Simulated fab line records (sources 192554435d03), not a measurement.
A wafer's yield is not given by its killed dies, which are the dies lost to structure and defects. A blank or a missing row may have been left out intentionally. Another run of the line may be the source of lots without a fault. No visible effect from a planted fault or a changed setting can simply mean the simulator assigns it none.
fab line records    flow n5_finfet
record lots=24  wafers=72  last_day=18
route steps=1938 shown BEOL_M13@1711 BEOL_M14@1717 PASSIVATION@1906
lots untouched by any fault: they come from a run of this same line in which no faults occurred
start_h: start of the lot's first displayed wafer, in hours after the record's first day    wait_h: how many hours have passed since the lot's step before this one    " the same as in the row above    L1.1+2: a row that stands for several wafers    - no value present, or no start provided    * or withheld: withheld    < > ~ a bound
route shown NAME@n: a module of which the file shows steps, and the number in the route of the first    usual: the fault-free wafers' mean and standard deviation    same: alike in all rows    chamber/n: place in a boat    sites: each site's reading    _std_site: the standard deviation of these    _edge_site: inner sites' mean taken away from outer sites' mean    radius_mm: for every site, how far away it sits from the centre of the wafer    mask NAME#n: copy n    behind: the tool/chamber that last shaped the wafer    hold: cause of the lot's hold/its duration in hours/its outcome    device: the n, p or np transistor that did not switch    end of line: tests of these same wafers at the route's end    step lacking rows: just its recipe    killed: the dies lost at the first sort to structure and to defects; this is not the yield of the wafer    map: a wafer's dies, x killed, . not, _ none there
set.NAME: setting as actually run; set.NAME@STEP: the setting as run at that earlier step    model.NAME: the simulator's own value behind a step, which no gauge read
route steps across a sampled set of lots; one table per step, one row per wafer
services: the hour from which a tool's chamber was out of use, counted from the record's first day as start_h (under 0 if before that day), plus the number of hours and why
## steps
# step N5_BEOL_M13_THK_MEAS_50
# recipe thk_meas_gauge=xrf  reads=Cu_of_BEOL_M13_ECD_47
# usual M13_THK=424/7.4
lot.wafer  tool           chamber  start_h  wait_h  M13_THK[nm]
L075.2     film_metro-02  -        264.74   -       437
L075.3     "              -        "        "       423
L075.5     "              -        "        "       422
L074.3     film_metro-01  -        276.18   -       434
L074.4     "              -        "        "       431
L074.5     "              -        "        "       422
L076.1     film_metro-02  -        276.64   -       420
L076.2     "              -        "        "       432
L076.4     "              -        "        "       422
L077.4     film_metro-01  -        276.64   -       433
L077.5     "              -        "        "       416
L077.6     "              -        "        "       426
L078.2     film_metro-02  -        287.44   -       407
L078.3     "              -        "        "       431
L078.6     "              -        "        "       413
L079.2     film_metro-02  -        291.37   -       436
L079.3     "              -        "        "       424
L079.4     "              -        "        "       432
L082.1     film_metro-02  -        299.69   -       424
L082.2     "              -        "        "       429
L082.6     "              -        "        "       421
L080.2     film_metro-01  -        303.20   -       431
L080.4     "              -        "        "       419
L080.5     "              -        "        "       415
L081.2     film_metro-02  -        303.74   -       439
L081.5     "              -        "        "       439
L081.6     "              -        "        "       422
L083.4     film_metro-01  -        320.16   -       426
L083.5     "              -        "        "       422
L083.6     "              -        "        "       410
L086.1     film_metro-01  -        328.79   -       424
L086.4     "              -        "        "       416
L086.6     "              -        "        "       422
L085.1     film_metro-02  -        332.34   -       419
L085.4     "              -        "        "       430
L085.5     "              -        "        "       419
L084.2     film_metro-01  -        334.80   -       417
L084.4     "              -        "        "       425
L084.6     "              -        "        "       425
L089.4     film_metro-02  -        339.92   -       434
L089.5     "              -        "        "       415
L089.6     "              -        "        "       429
L087.1     film_metro-02  -        342.65   -       424
L087.2     "              -        "        "       417
L087.3     "              -        "        "       421
L088.1     film_metro-02  -        343.31   -       415
L088.3     "              -        "        "       435
L088.4     "              -        "        "       422
L091.1     film_metro-02  -        345.86   -       434
L091.3     "              -        "        "       411
L091.6     "              -        "        "       416
L090.1     film_metro-01  -        347.93   -       415
L090.2     "              -        "        "       419
L090.3     "              -        "        "       417
L092.1     film_metro-02  -        357.83   -       418
L092.4     "              -        "        "       423
L092.5     "              -        "        "       421
L093.1     film_metro-02  -        360.40   -       430
L093.4     "              -        "        "       415
L093.6     "              -        "        "       419
L094.2     film_metro-01  -        379.19   -       423
L094.3     "              -        "        "       420
L094.6     "              -        "        "       426
L095.2     film_metro-02  -        385.15   -       420
L095.4     "              -        "        "       429
L095.5     "              -        "        "       433
L097.2     film_metro-01  -        390.54   -       430
L097.3     "              -        "        "       416
L097.5     "              -        "        "       430
L096.3     film_metro-02  -        398.26   -       410
L096.4     "              -        "        "       421
L096.6     "              -        "        "       426
# step N5_BEOL_M14_THK_MEAS_01
# recipe reads=SiO2_of_BEOL_M14_ILD_DEP_00
# usual M14_ILD_THK=1119/19
lot.wafer  tool           chamber  start_h  wait_h  M14_ILD_THK[nm]
L075.2     film_metro-01  -        265.13   0.1     1112
L075.3     "              -        "        "       1116
L075.5     "              -        "        "       1146
L074.3     film_metro-02  -        276.57   0.1     1109
L074.4     "              -        "        "       1131
L074.5     "              -        "        "       1124
L076.1     film_metro-02  -        277.02   0.1     1125
L076.2     "              -        "        "       1116
L076.4     "              -        "        "       1120
L077.4     film_metro-02  -        277.02   0.0     1135
L077.5     "              -        "        "       1147
L077.6     "              -        "        "       1104
L078.2     film_metro-02  -        287.82   0.1     1127
L078.3     "              -        "        "       1124
L078.6     "              -        "        "       1143
L079.2     film_metro-02  -        291.75   0.1     1111
L079.3     "              -        "        "       1126
L079.4     "              -        "        "       1113
L082.1     film_metro-01  -        300.07   0.1     1104
L082.2     "              -        "        "       1057
L082.6     "              -        "        "       1138
L080.2     film_metro-01  -        303.58   0.1     1100
L080.4     "              -        "        "       1127
L080.5     "              -        "        "       1103
L081.2     film_metro-02  -        304.12   0.1     1107
L081.5     "              -        "        "       1121
L081.6     "              -        "        "       1124
L083.4     film_metro-01  -        320.62   0.1     1104
L083.5     "              -        "        "       1097
L083.6     "              -        "        "       1115
L086.1     film_metro-01  -        329.17   0.1     1115
L086.4     "              -        "        "       1143
L086.6     "              -        "        "       1147
L085.1     film_metro-02  -        332.72   0.1     1091
L085.4     "              -        "        "       1109
L085.5     "              -        "        "       1154
L084.2     film_metro-01  -        335.18   0.1     1108
L084.4     "              -        "        "       1105
L084.6     "              -        "        "       1118
L089.4     film_metro-01  -        340.31   0.0     1114
L089.5     "              -        "        "       1150
L089.6     "              -        "        "       1139
L087.1     film_metro-01  -        343.03   0.1     1087
L087.2     "              -        "        "       1104
L087.3     "              -        "        "       1128
L088.1     film_metro-02  -        343.69   0.1     1121
L088.3     "              -        "        "       1133
L088.4     "              -        "        "       1133
L091.1     film_metro-01  -        346.25   0.1     1094
L091.3     "              -        "        "       1141
L091.6     "              -        "        "       1153
L090.1     film_metro-01  -        348.32   0.1     1115
L090.2     "              -        "        "       1082
L090.3     "              -        "        "       1108
L092.1     film_metro-02  -        358.21   0.1     1120
L092.4     "              -        "        "       1127
L092.5     "              -        "        "       1146
L093.1     film_metro-02  -        360.78   0.1     1111
L093.4     "              -        "        "       1131
L093.6     "              -        "        "       1124
L094.2     film_metro-01  -        379.59   0.1     1082
L094.3     "              -        "        "       1102
L094.6     "              -        "        "       1105
L095.2     film_metro-01  -        385.53   0.1     1109
L095.4     "              -        "        "       1122
L095.5     "              -        "        "       1136
L097.2     film_metro-02  -        390.92   0.1     1113
L097.3     "              -        "        "       1100
L097.5     "              -        "        "       1133
L096.3     film_metro-02  -        398.72   0.1     1154
L096.4     "              -        "        "       1143
L096.6     "              -        "        "       1149
# step N5_BEOL_M14_STRIP_64
# recipe chemistry=O2  power_w=600  temp_c=60  pressure_mtorr=30  rf_frequency_hz=6e+07  bias_power_w=0  overash_fraction=0.3  o2_flow_sccm=225
# usual drypump_motor_current_A=5.6/0.43  oes_product_au=0.82/0.061  rf_vpp_V=3.6/0.52  showerhead_plenum_p_Torr=2.12/0.046  throttle_valve_pct=16.66/0.15
lot.wafer  tool         chamber  start_h  wait_h  drypump_motor_current_A  oes_product_au  rf_hours_counter_h  rf_vpp_V  showerhead_plenum_p_Torr  throttle_valve_pct
L075.2     rie_diel-01  2        -        -       4.9                      0.86            58                  2.5       2.15                      16.55
L075.3     "            0        "        "       5.4                      0.82            94                  3.5       2.14                      16.66
L075.5     "            0        "        "       5.4                      0.81            -                   2.2       2.14                      16.67
L074.3     rie_diel-05  3        -        -       6.3                      0.89            21                  2.6       2.13                      16.47
L074.4     "            2        "        "       5.8                      0.82            80                  4.4       2.04                      16.87
L074.5     "            3        "        "       6.3                      0.89            -                   3.3       2.13                      16.46
L076.1     rie_diel-01  0        -        -       5.4                      0.81            99                  4.6       2.14                      16.68
L076.2     "            2        "        "       4.9                      0.86            63                  3.5       2.15                      16.57
L076.4     "            0        "        "       5.4                      0.81            -                   3.5       2.14                      16.67
L077.4     rie_diel-05  2        -        -       5.8                      0.82            80                  4.2       2.04                      16.83
L077.5     "            0        "        "       5.7                      0.76            -                   3.1       2.11                      16.40
L077.6     "            3        "        "       6.3                      0.89            -                   3.7       2.13                      16.46
L078.2     rie_diel-06  0        -        -       5.4                      0.72            199                 3.2       2.08                      16.92
L078.3     "            2        "        "       5.3                      0.81            91                  3.0       2.21                      16.54
L078.6     "            2        "        "       5.3                      0.80            -                   3.2       2.21                      16.55
L079.2     rie_diel-01  0        -        -       5.4                      0.81            106                 2.9       2.13                      16.71
L079.3     "            3        "        "       5.6                      0.98            1                   4.1       2.16                      16.56
L079.4     "            1        "        "       6.1                      0.80            123                 3.8       2.11                      16.75
L082.1     rie_diel-01  0        -        -       5.4                      0.80            109                 3.1       2.13                      16.68
L082.2     "            3        "        "       5.6                      0.96            4                   3.3       2.16                      16.56
L082.6     "            0        "        "       5.4                      0.81            -                   3.5       2.13                      16.70
L080.2     rie_diel-05  3        -        -       6.3                      0.86            30                  4.5       2.12                      16.48
L080.4     "            2        "        "       5.7                      0.81            89                  2.9       2.04                      16.88
L080.5     "            3        "        "       6.3                      0.86            -                   3.6       2.12                      16.48
L081.2     rie_diel-06  2        -        -       5.3                      0.79            100                 3.7       2.20                      16.56
L081.5     "            2        "        "       5.3                      0.79            -                   4.7       2.20                      16.57
L081.6     "            3        "        "       5.1                      0.87            -                   2.9       2.15                      16.63
L083.4     rie_diel-05  2        -        -       5.7                      0.80            96                  4.0       2.04                      16.88
L083.5     "            3        "        "       6.3                      0.85            -                   4.0       2.12                      16.47
L083.6     "            0        "        "       5.7                      0.75            -                   4.3       2.11                      16.42
L086.1     rie_diel-06  2        -        -       5.3                      0.80            109                 3.8       2.20                      16.58
L086.4     "            0        "        "       5.3                      0.70            213                 2.7       2.08                      16.95
L086.6     "            3        "        "       5.1                      0.86            -                   3.5       2.15                      16.67
L085.1     rie_diel-01  0        -        -       5.4                      0.78            120                 4.2       2.13                      16.71
L085.4     "            3        "        "       5.6                      0.91            17                  4.6       2.15                      16.61
L085.5     "            3        "        "       5.6                      0.92            -                   3.2       2.15                      16.60
L084.2     rie_diel-06  2        -        -       5.3                      0.79            111                 3.6       2.20                      16.58
L084.4     "            0        "        "       5.3                      0.71            216                 2.8       2.08                      16.97
L084.6     "            1        "        "       6.1                      0.95            -                   2.8       2.22                      16.32
L089.4     rie_diel-01  1        -        -       6.1                      0.77            142                 3.8       2.10                      16.80
L089.5     "            1        "        "       6.1                      0.77            -                   3.9       2.10                      16.78
L089.6     "            2        "        "       4.9                      0.83            -                   3.0       2.14                      16.64
L087.1     rie_diel-01  2        -        -       4.9                      0.82            91                  3.6       2.14                      16.62
L087.2     "            0        "        "       5.4                      0.78            125                 3.7       2.13                      16.73
L087.3     "            1        "        "       6.1                      0.78            143                 2.9       2.10                      16.77
L088.1     rie_diel-01  2        -        -       4.9                      0.82            91                  2.4       2.14                      16.62
L088.3     "            0        "        "       5.4                      0.78            125                 3.9       2.13                      16.72
L088.4     "            1        "        "       6.1                      0.77            143                 4.1       2.10                      16.78
L091.1     rie_diel-06  2        -        -       5.3                      0.79            116                 3.0       2.20                      16.59
L091.3     "            3        "        "       5.1                      0.85            52                  3.7       2.15                      16.68
L091.6     "            3        "        "       5.1                      0.86            -                   4.3       2.15                      16.66
L090.1     rie_diel-01  0        -        -       5.4                      0.78            127                 3.1       2.13                      16.74
L090.2     "            1        "        "       6.1                      0.78            145                 4.1       2.10                      16.79
L090.3     "            2        "        "       4.9                      0.83            93                  3.2       2.14                      16.64
L092.1     rie_diel-05  2        -        -       5.8                      0.79            109                 3.6       2.03                      16.91
L092.4     "            2        "        "       5.8                      0.78            -                   3.8       2.03                      16.90
L092.5     "            3        "        "       6.3                      0.84            -                   4.4       2.12                      16.51
L093.1     rie_diel-01  3        -        -       5.6                      0.90            28                  3.3       2.15                      16.62
L093.4     "            1        "        "       6.1                      0.77            148                 3.4       2.10                      16.80
L093.6     "            2        "        "       4.9                      0.82            -                   3.1       2.14                      16.65
L094.2     rie_diel-01  2        -        -       4.9                      0.81            105                 2.9       2.14                      16.64
L094.3     "            3        "        "       5.6                      0.88            35                  3.3       2.14                      16.64
L094.6     "            3        "        "       5.6                      0.88            -                   3.6       2.14                      16.63
L095.2     rie_diel-01  2        -        -       4.9                      0.82            107                 3.0       2.13                      16.68
L095.4     "            1        "        "       6.1                      0.77            157                 3.6       2.10                      16.81
L095.5     "            3        "        "       5.6                      0.88            -                   3.7       2.14                      16.64
L097.2     rie_diel-05  0        -        -       5.7                      0.74            161                 4.2       2.10                      16.46
L097.3     "            1        "        "       5.9                      0.80            112                 3.0       2.01                      16.77
L097.5     "            3        "        "       6.2                      0.82            -                   4.2       2.11                      16.54
L096.3     rie_diel-06  1        -        -       6.1                      0.91            31                  3.3       2.21                      16.34
L096.4     "            0        "        "       5.3                      0.69            236                 3.4       2.07                      16.98
L096.6     "            3        "        "       5.1                      0.83            -                   3.2       2.14                      16.70
# step N5_BEOL_M14_DESCUM_33
# recipe chemistry=O2  time_s=7.9  source_power_w=50  bias_power_w=20  pressure_mtorr=20  rf_frequency_hz=2.712e+07  temp_c=40  o2_flow_sccm=225
# usual drypump_motor_current_A=5.6/0.42  oes_product_au=0.82/0.063  rf_vpp_V=243.4/1.2  showerhead_plenum_p_Torr=2.12/0.054  throttle_valve_pct=20.46/0.16
lot.wafer  tool         chamber  start_h  wait_h  drypump_motor_current_A  oes_product_au  rf_hours_counter_h  rf_vpp_V  showerhead_plenum_p_Torr  throttle_valve_pct
L075.2     rie_diel-06  3        266.50   0.0     5.1                      0.90            19                  242.2     2.16                      20.48
L075.3     "            2        "        "       5.3                      0.81            84                  244.1     2.20                      20.30
L075.5     "            0        "        "       5.3                      0.72            -                   245.1     2.08                      20.68
L074.3     rie_diel-06  2        278.23   0.0     5.3                      0.81            88                  244.2     2.20                      20.32
L074.4     "            1        "        "       6.2                      0.68            248                 240.9     1.96                      20.45
L074.5     "            2        "        "       5.2                      0.81            -                   245.4     2.20                      20.32
L076.1     rie_diel-05  3        278.51   0.0     6.3                      0.90            21                  243.6     2.12                      20.24
L076.2     "            2        "        "       5.8                      0.82            80                  241.6     2.04                      20.66
L076.4     "            0        "        "       5.8                      0.77            130                 243.3     2.11                      20.16
L077.4     rie_diel-01  1        278.71   0.0     6.1                      0.81            -                   243.3     2.11                      20.52
L077.5     "            0        "        "       5.4                      0.81            -                   244.6     2.13                      20.47
L077.6     "            2        "        "       4.9                      0.86            -                   243.4     2.15                      20.41
L078.2     rie_diel-01  0        289.87   0.0     5.4                      0.80            105                 242.6     2.13                      20.49
L078.3     "            2        "        "       4.9                      0.86            68                  242.7     2.14                      20.39
L078.6     "            0        "        "       5.4                      0.81            -                   243.8     2.13                      20.47
L079.2     rie_diel-06  0        293.11   0.1     5.3                      0.72            201                 244.2     2.08                      20.70
L079.3     "            2        "        "       5.3                      0.82            93                  245.8     2.20                      20.34
L079.4     "            2        "        "       5.3                      0.81            -                   241.9     2.20                      20.31
L082.1     rie_diel-05  0        301.85   0.4     5.7                      0.75            138                 243.4     2.10                      20.19
L082.2     "            2        "        "       5.8                      0.81            88                  243.3     2.04                      20.69
L082.6     "            2        "        "       5.8                      0.81            -                   239.7     2.04                      20.67
L080.2     rie_diel-01  0        305.09   0.0     5.4                      0.80            111                 243.3     2.13                      20.49
L080.4     "            3        "        "       5.6                      0.95            6                   245.1     2.15                      20.41
L080.5     "            3        "        "       5.6                      0.95            -                   243.6     2.15                      20.43
L081.2     rie_diel-01  0        305.67   0.0     5.5                      0.80            112                 244.1     2.13                      20.50
L081.5     "            2        "        "       4.9                      0.85            -                   244.1     2.14                      20.42
L081.6     "            3        "        "       5.6                      0.95            -                   242.0     2.15                      20.41
L083.4     rie_diel-05  2        321.86   0.0     5.8                      0.79            96                  242.6     2.03                      20.68
L083.5     "            2        "        "       5.8                      0.81            -                   241.9     2.03                      20.69
L083.6     "            1        "        "       5.9                      0.83            -                   242.1     2.01                      20.54
L086.1     rie_diel-01  3        330.54   0.1     5.6                      0.92            15                  244.6     2.15                      20.44
L086.4     "            0        "        "       5.4                      0.79            119                 243.3     2.13                      20.50
L086.6     "            0        "        "       5.4                      0.79            -                   241.4     2.13                      20.50
L085.1     rie_diel-05  3        334.12   0.1     6.3                      0.85            40                  242.5     2.12                      20.28
L085.4     "            0        "        "       5.7                      0.74            149                 242.0     2.10                      20.18
L085.5     "            0        "        "       5.7                      0.75            -                   243.0     2.10                      20.19
L084.2     rie_diel-06  1        336.55   0.0     6.1                      0.94            10                  246.4     2.22                      20.10
L084.4     "            3        "        "       5.1                      0.86            48                  245.7     2.14                      20.52
L084.6     "            2        "        "       5.2                      0.79            -                   245.9     2.19                      20.34
L089.4     rie_diel-01  3        341.67   0.0     5.6                      0.91            20                  244.1     2.15                      20.44
L089.5     "            0        "        "       5.4                      0.78            -                   242.2     2.12                      20.52
L089.6     "            3        "        "       5.6                      0.91            -                   243.1     2.15                      20.45
L087.1     rie_diel-06  2        344.70   0.5     5.3                      0.78            115                 244.2     2.19                      20.38
L087.2     "            0        "        "       5.3                      0.71            219                 241.9     2.07                      20.75
L087.3     "            3        "        "       5.1                      0.85            51                  245.5     2.14                      20.53
L088.1     rie_diel-06  0        345.28   0.1     5.3                      0.71            219                 242.3     2.07                      20.73
L088.3     "            3        "        "       5.1                      0.85            52                  244.9     2.14                      20.54
L088.4     "            1        "        "       6.1                      0.94            13                  244.5     2.22                      20.11
L091.1     rie_diel-01  0        347.62   0.0     5.4                      0.78            126                 243.8     2.12                      20.52
L091.3     "            2        "        "       4.9                      0.83            92                  243.7     2.14                      20.44
L091.6     "            1        "        "       6.1                      0.77            -                   244.0     2.10                      20.57
L090.1     rie_diel-01  1        349.97   0.0     6.1                      0.77            145                 243.4     2.09                      20.57
L090.2     "            3        "        "       5.6                      0.89            23                  242.8     2.15                      20.44
L090.3     "            2        "        "       4.9                      0.82            93                  243.9     2.14                      20.44
L092.1     rie_diel-05  2        359.61   0.0     5.8                      0.79            109                 242.5     2.03                      20.69
L092.4     "            1        "        "       5.9                      0.82            -                   242.7     2.01                      20.55
L092.5     "            2        "        "       5.8                      0.80            -                   242.4     2.03                      20.73
L093.1     rie_diel-06  3        362.15   0.0     5.1                      0.85            56                  244.1     2.14                      20.53
L093.4     "            0        "        "       5.3                      0.71            224                 242.4     2.07                      20.74
L093.6     "            2        "        "       5.3                      0.79            -                   245.1     2.19                      20.37
L094.2     rie_diel-01  0        381.09   0.0     5.4                      0.77            137                 244.4     2.12                      20.53
L094.3     "            1        "        "       6.1                      0.77            155                 244.2     2.09                      20.58
L094.6     "            0        "        "       5.4                      0.76            -                   242.0     2.12                      20.54
L095.2     rie_diel-05  0        387.07   0.0     5.7                      0.73            160                 242.9     2.10                      20.21
L095.4     "            2        "        "       5.8                      0.78            122                 242.0     2.02                      20.72
L095.5     "            3        "        "       6.2                      0.82            -                   242.7     2.11                      20.30
L097.2     rie_diel-01  1        392.29   0.0     6.1                      0.76            160                 243.7     2.09                      20.59
L097.3     "            0        "        "       5.4                      0.77            141                 243.2     2.12                      20.54
L097.5     "            0        "        "       5.4                      0.78            -                   243.7     2.12                      20.56
L096.3     rie_diel-06  1        400.08   0.0     6.1                      0.90            31                  246.5     2.21                      20.13
L096.4     "            2        "        "       5.3                      0.76            134                 245.3     2.19                      20.36
L096.6     "            3        "        "       5.1                      0.82            -                   243.1     2.14                      20.55
# step N5_BEOL_M14_ETCH_38
# recipe chemistry=CF4/N2  target=SiCN  target_depth_a=1065  taper_deg=2  time_s=120.6  ion_energy_ev=150  mask_material=SiO2  pressure_mtorr=40  source_w=430  bias_w=70  Ar_flow_sccm=100  cf4_flow_sccm=60  n2_flow_sccm=60
# usual cf4_flow_sccm=60.00/0.17  drypump_motor_current_A=5.6/0.41  oes_product_au=0.83/0.061  rf_vpp_V=382.7/1.5  showerhead_plenum_p_Torr=2.22/0.059  throttle_valve_pct=15.37/0.15
lot.wafer  tool         chamber  start_h  wait_h  cf4_flow_sccm  drypump_motor_current_A  oes_product_au  rf_hours_counter_h  rf_vpp_V  showerhead_plenum_p_Torr  throttle_valve_pct
L075.2     rie_diel-01  1        -        -       59.91          6.1                      0.81            112                 382.1     2.22                      15.47
L075.3     "            0        "        "       60.16          5.4                      0.83            95                  382.2     2.22                      15.30
L075.5     "            1        "        "       59.86          6.1                      0.81            -                   381.5     2.22                      15.48
L074.3     rie_diel-06  2        -        -       60.09          5.3                      0.80            89                  383.7     2.31                      15.26
L074.4     "            3        "        "       60.20          5.1                      0.90            25                  382.9     2.26                      15.29
L074.5     "            2        "        "       60.28          5.3                      0.81            -                   384.7     2.31                      15.25
L076.1     rie_diel-05  0        -        -       59.92          5.7                      0.76            131                 382.4     2.22                      15.17
L076.2     "            1        "        "       59.91          5.9                      0.85            70                  380.1     2.13                      15.41
L076.4     "            3        "        "       59.78          6.3                      0.90            22                  383.5     2.25                      15.28
L077.4     rie_diel-05  2        -        -       60.30          5.8                      0.83            81                  380.0     2.14                      15.53
L077.5     "            3        "        "       59.97          6.3                      0.90            -                   383.5     2.25                      15.30
L077.6     "            2        "        "       59.92          5.8                      0.83            -                   380.2     2.14                      15.54
L078.2     rie_diel-05  1        -        -       60.11          5.9                      0.84            74                  381.6     2.13                      15.43
L078.3     "            2        "        "       59.92          5.8                      0.83            85                  380.5     2.14                      15.56
L078.6     "            2        "        "       59.98          5.7                      0.83            -                   380.5     2.14                      15.54
L079.2     rie_diel-01  1        -        -       59.96          6.1                      0.80            124                 382.2     2.22                      15.50
L079.3     "            2        "        "       59.85          4.9                      0.87            70                  383.9     2.23                      15.18
L079.4     "            3        "        "       60.08          5.6                      0.96            2                   382.9     2.26                      15.27
L082.1     rie_diel-05  1        -        -       60.21          5.9                      0.84            78                  381.5     2.12                      15.43
L082.2     "            0        "        "       59.98          5.7                      0.75            138                 383.4     2.22                      15.18
L082.6     "            1        "        "       60.09          5.8                      0.84            -                   380.9     2.12                      15.43
L080.2     rie_diel-06  3        -        -       60.02          5.1                      0.88            37                  382.0     2.25                      15.33
L080.4     "            3        "        "       60.17          5.1                      0.88            -                   383.0     2.25                      15.32
L080.5     "            2        "        "       60.00          5.3                      0.80            -                   384.1     2.30                      15.27
L081.2     rie_diel-06  0        -        -       59.85          5.4                      0.71            206                 381.2     2.19                      15.73
L081.5     "            2        "        "       60.09          5.3                      0.79            -                   385.1     2.30                      15.29
L081.6     "            3        "        "       60.14          5.1                      0.88            -                   382.3     2.25                      15.32
L083.4     rie_diel-01  3        -        -       59.83          5.6                      0.92            13                  383.8     2.26                      15.30
L083.5     "            0        "        "       59.93          5.4                      0.81            -                   384.2     2.21                      15.36
L083.6     "            3        "        "       59.92          5.6                      0.92            -                   383.5     2.26                      15.31
L086.1     rie_diel-05  0        -        -       59.86          5.7                      0.75            151                 382.3     2.21                      15.19
L086.4     "            3        "        "       59.96          6.3                      0.86            42                  383.1     2.25                      15.32
L086.6     "            2        "        "       59.88          5.8                      0.82            -                   380.3     2.13                      15.58
L085.1     rie_diel-01  2        -        -       60.01          4.9                      0.85            89                  380.9     2.22                      15.23
L085.4     "            0        "        "       60.12          5.4                      0.80            122                 383.2     2.21                      15.35
L085.5     "            3        "        "       60.09          5.6                      0.91            -                   383.9     2.26                      15.31
L084.2     rie_diel-01  1        -        -       59.95          6.1                      0.79            142                 384.5     2.21                      15.55
L084.4     "            3        "        "       60.06          5.6                      0.91            19                  382.7     2.25                      15.31
L084.6     "            1        "        "       60.01          6.1                      0.79            -                   382.7     2.21                      15.52
L089.4     rie_diel-06  1        -        -       60.18          6.1                      0.95            12                  384.4     2.35                      15.14
L089.5     "            0        "        "       60.18          5.3                      0.70            -                   381.6     2.19                      15.75
L089.6     "            1        "        "       59.74          6.2                      0.93            -                   385.1     2.35                      15.15
L087.1     rie_diel-06  1        -        -       59.91          6.1                      0.93            15                  385.7     2.35                      15.14
L087.2     "            3        "        "       59.66          5.1                      0.87            53                  382.5     2.25                      15.34
L087.3     "            2        "        "       60.27          5.3                      0.79            116                 384.0     2.30                      15.33
L088.1     rie_diel-06  0        -        -       59.44          5.3                      0.71            221                 381.7     2.19                      15.77
L088.3     "            3        "        "       60.04          5.1                      0.86            54                  383.7     2.25                      15.38
L088.4     "            1        "        "       59.75          6.2                      0.94            15                  385.3     2.35                      15.16
L091.1     rie_diel-01  1        -        -       59.95          6.1                      0.78            147                 381.7     2.21                      15.56
L091.3     "            3        "        "       59.95          5.6                      0.89            26                  384.8     2.25                      15.34
L091.6     "            2        "        "       60.20          4.9                      0.84            -                   383.0     2.22                      15.24
L090.1     rie_diel-05  2        -        -       59.90          5.8                      0.80            109                 379.7     2.13                      15.61
L090.2     "            3        "        "       59.98          6.3                      0.85            50                  382.8     2.24                      15.34
L090.3     "            1        "        "       60.10          5.8                      0.82            97                  379.3     2.12                      15.47
L092.1     rie_diel-06  2        -        -       60.13          5.3                      0.78            120                 384.9     2.29                      15.32
L092.4     "            1        "        "       59.94          6.2                      0.92            18                  385.3     2.35                      15.15
L092.5     "            2        "        "       60.11          5.3                      0.78            -                   383.2     2.29                      15.31
L093.1     rie_diel-01  2        -        -       59.89          4.9                      0.84            98                  382.7     2.22                      15.24
L093.4     "            1        "        "       59.57          6.1                      0.77            149                 381.6     2.21                      15.56
L093.6     "            2        "        "       59.90          4.9                      0.83            -                   382.3     2.22                      15.25
L094.2     rie_diel-05  3        -        -       60.12          6.3                      0.83            62                  383.9     2.24                      15.36
L094.3     "            0        "        "       60.09          5.7                      0.74            158                 382.2     2.21                      15.23
L094.6     "            0        "        "       60.23          5.7                      0.73            -                   382.4     2.21                      15.21
L095.2     rie_diel-01  2        -        -       59.97          4.9                      0.82            110                 383.3     2.21                      15.27
L095.4     "            1        "        "       59.88          6.1                      0.77            160                 382.3     2.20                      15.57
L095.5     "            3        "        "       60.07          5.6                      0.86            -                   382.9     2.25                      15.34
L097.2     rie_diel-01  3        -        -       59.99          5.6                      0.87            40                  382.8     2.25                      15.37
L097.3     "            1        "        "       59.92          6.1                      0.77            160                 382.7     2.20                      15.58
L097.5     "            3        "        "       60.31          5.6                      0.86            -                   383.8     2.25                      15.35
L096.3     rie_diel-06  1        -        -       59.54          6.1                      0.89            32                  384.1     2.34                      15.19
L096.4     "            2        "        "       60.00          5.2                      0.76            134                 384.6     2.29                      15.36
L096.6     "            3        "        "       59.88          5.1                      0.83            -                   383.9     2.24                      15.38
# step N5_PASSIVATION_OVL_MEAS_63
# recipe points_per_wafer=44
# usual PAD_OVL=0/5.7
# same points_per_wafer=44
lot.wafer  tool        chamber  start_h  wait_h  PAD_OVL[nm]
L075.2     overlay-01  0        285.82   0.0     4
L075.3     "           0        "        "       -2
L075.5     "           0        "        "       -4
L074.3     overlay-01  0        298.98   0.0     -9
L074.4     "           0        "        "       -2
L074.5     "           0        "        "       -2
L077.4     overlay-01  0        299.44   0.0     7
L077.5     "           0        "        "       0
L077.6     "           0        "        "       7
L076.1     overlay-01  0        299.83   0.0     -2
L076.2     "           0        "        "       -2
L076.4     "           0        "        "       2
L078.2     overlay-01  0        309.64   0.0     -2
L078.3     "           0        "        "       -5
L078.6     "           0        "        "       -3
L079.2     overlay-02  0        310.87   0.0     3
L079.3     "           0        "        "       -6
L079.4     "           0        "        "       -1
L082.1     overlay-02  0        321.21   0.0     -5
L082.2     "           0        "        "       -11
L082.6     "           0        "        "       -1
L080.2     overlay-02  0        326.61   0.0     13
L080.4     "           0        "        "       9
L080.5     "           0        "        "       8
L081.2     overlay-02  0        333.49   0.0     -1
L081.5     "           0        "        "       0
L081.6     "           0        "        "       8
L083.4     overlay-01  0        342.19   0.0     2
L083.5     "           0        "        "       -1
L083.6     "           0        "        "       4
L086.1     overlay-01  0        359.27   0.0     11
L086.4     "           0        "        "       7
L086.6     "           0        "        "       8
L085.1     overlay-02  0        359.66   0.0     -3
L085.4     "           0        "        "       6
L085.5     "           0        "        "       -4
L084.2     overlay-02  0        362.72   0.0     6
L084.4     "           0        "        "       0
L084.6     "           0        "        "       7
L089.4     overlay-01  0        363.35   0.0     -2
L089.5     "           0        "        "       -5
L089.6     "           0        "        "       2
L087.1     overlay-02  0        368.98   0.0     10
L087.2     "           0        "        "       9
L087.3     "           0        "        "       6
L088.1     overlay-02  0        374.17   0.0     -3
L088.3     "           0        "        "       2
L088.4     "           0        "        "       -4
L091.1     overlay-01  0        375.35   0.0     -11
L091.3     "           0        "        "       -7
L091.6     "           0        "        "       -1
L090.1     overlay-02  0        379.37   0.0     -7
L090.2     "           0        "        "       3
L090.3     "           0        "        "       -4
L092.1     overlay-01  0        379.79   0.0     6
L092.4     "           0        "        "       -10
L092.5     "           0        "        "       -4
L093.1     overlay-01  0        380.29   0.0     -7
L093.4     "           0        "        "       3
L093.6     "           0        "        "       7
L094.2     overlay-02  0        401.90   0.0     -8
L094.3     "           0        "        "       -15
L094.6     "           0        "        "       -3
L095.2     overlay-01  0        410.79   0.0     -10
L095.4     "           0        "        "       -3
L095.5     "           0        "        "       8
L097.2     overlay-01  0        411.29   0.0     4
L097.3     "           0        "        "       -1
L097.5     "           0        "        "       -1
L096.3     overlay-01  0        417.63   0.0     9
L096.4     "           0        "        "       2
L096.6     "           0        "        "       6
## services
tool         chamber  start_h  hours  kind
rie_diel-01  3        263.49   2.6    repair
rie_diel-01  3        266.36   -      clean
rie_diel-01  3        266.36   -      consumable_replace:focus_ring
rie_diel-01  3        266.36   24.7   scheduled_down
rie_diel-01  3        266.36   24.7   vent_cycle
rie_diel-06  1        287.58   -      clean
rie_diel-06  1        287.58   -      consumable_replace:focus_ring
rie_diel-06  1        287.58   -      consumable_replace:showerhead
rie_diel-06  1        287.58   19.8   scheduled_down
rie_diel-06  1        287.58   19.8   vent_cycle
rie_diel-05  -        290.15   2.6    repair
rie_diel-06  0        300.58   5.8    repair
rie_diel-06  -        348.84   2.8    pm
rie_diel-05  0        350.53   25.4   repair
## key
fault none
